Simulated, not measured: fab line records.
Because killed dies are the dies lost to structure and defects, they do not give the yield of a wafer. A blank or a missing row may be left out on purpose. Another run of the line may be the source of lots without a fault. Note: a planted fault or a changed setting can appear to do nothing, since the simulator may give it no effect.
Chamber matching / flow n5-finfet / N5_ZERO_LAYER_DESCUM_16 on rie-diel-02: 3 sister chambers
The step chemistry O2, time 7.9 s. 3 wafers are shown with their chamber, then 4 later ones without.

== WAFERS PAIRED WITH THEIR CHAMBERS ==
wafer=L090.1; chamber=3; drypump-motor-current-A (A)=5.2
wafer=L091.3; chamber=0; drypump-motor-current-A (A)=5.5
wafer=L091.4; chamber=1; drypump-motor-current-A (A)=6.1

== WAFERS WHOSE CHAMBER IS MISSING ==
wafer=L091.5; drypump-motor-current-A (A)=5.1
wafer=L092.4; drypump-motor-current-A (A)=6.1
wafer=L092.6; drypump-motor-current-A (A)=5.2
wafer=L093.5; drypump-motor-current-A (A)=6.1

== EACH ONE'S CHAMBER ==
wafer=L091.5; from the rows above=3; in truth=3
wafer=L092.4; from the rows above=1; in truth=1
wafer=L092.6; from the rows above=3; in truth=3
wafer=L093.5; from the rows above=1; in truth=1
Correctly placed: 4 of 4. Not placeable from these rows: 0. Wrongly placed: 0.
How it was worked out, from the rows above alone: a wafer's distance from a chamber is the root of the sum, over the readings, of the square of ((its reading less the chamber's mean) divided by the reading's scatter). If the next closest chamber is less than 2 further off than the closest, the wafer can't be placed; otherwise it belongs to the closest. For every chamber, the mean is computed from those of its wafers that are shown. The scatter: root of mean squared gap, hidden wafer to nearest shown wafer, with one shown wafer a chamber.
